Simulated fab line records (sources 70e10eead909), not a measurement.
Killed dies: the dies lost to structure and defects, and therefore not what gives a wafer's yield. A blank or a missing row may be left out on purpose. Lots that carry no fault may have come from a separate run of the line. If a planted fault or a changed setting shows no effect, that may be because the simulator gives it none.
Chamber matching :: flow nand-harc :: 4 sister chambers for NHARC_P_CONTACT_STRIP_28 on rie-diel-01
The step strips in O2. 4 wafers are shown with their chamber, then 9 later ones without.

== WAFERS, EACH WITH ITS CHAMBER ==
wafer: L086.3
chamber: 2
drypump-motor-current-A (A): 6.4

wafer: L090.1
chamber: 0
drypump-motor-current-A (A): 6.1

wafer: L090.2
chamber: 1
drypump-motor-current-A (A): 5.9

wafer: L090.4
chamber: 3
drypump-motor-current-A (A): 5.8

== WAFERS WHOSE CHAMBER IS MISSING ==
wafer: L093.1
drypump-motor-current-A (A): 5.8

wafer: L093.4
drypump-motor-current-A (A): 5.9

wafer: L093.5
drypump-motor-current-A (A): 5.8

wafer: L095.2
drypump-motor-current-A (A): 6.1

wafer: L095.4
drypump-motor-current-A (A): 5.9

wafer: L095.6
drypump-motor-current-A (A): 6.4

wafer: L095.1
drypump-motor-current-A (A): 6.3

wafer: L095.3
drypump-motor-current-A (A): 5.8

wafer: L095.5
drypump-motor-current-A (A): 5.9

== CHAMBER TAKEN BY EACH ==
wafer: L093.1
from the rows above: 3
in truth: 3

wafer: L093.4
from the rows above: 1
in truth: 1

wafer: L093.5
from the rows above: 3
in truth: 3

wafer: L095.2
from the rows above: 0
in truth: 0

wafer: L095.4
from the rows above: 1
in truth: 1

wafer: L095.6
from the rows above: 2
in truth: 2

wafer: L095.1
from the rows above: 2
in truth: 2

wafer: L095.3
from the rows above: 3
in truth: 3

wafer: L095.5
from the rows above: 1
in truth: 1
Placed correctly: 9 of 9. Left unplaced by these rows: 0. Number placed wrongly: 0.
How it was worked out, from the rows above alone: a wafer's distance from a chamber is the root of the sum, over the readings, of the square of ((its reading less the chamber's mean) divided by the reading's scatter). If the next closest chamber is less than 2 further off than the closest, the wafer can't be placed; otherwise it belongs to the closest. For every chamber, the mean is computed from those of its wafers that are shown. The scatter: with one shown wafer a chamber, the root of the mean of the squares of how far each hidden wafer lies from its nearest shown one.
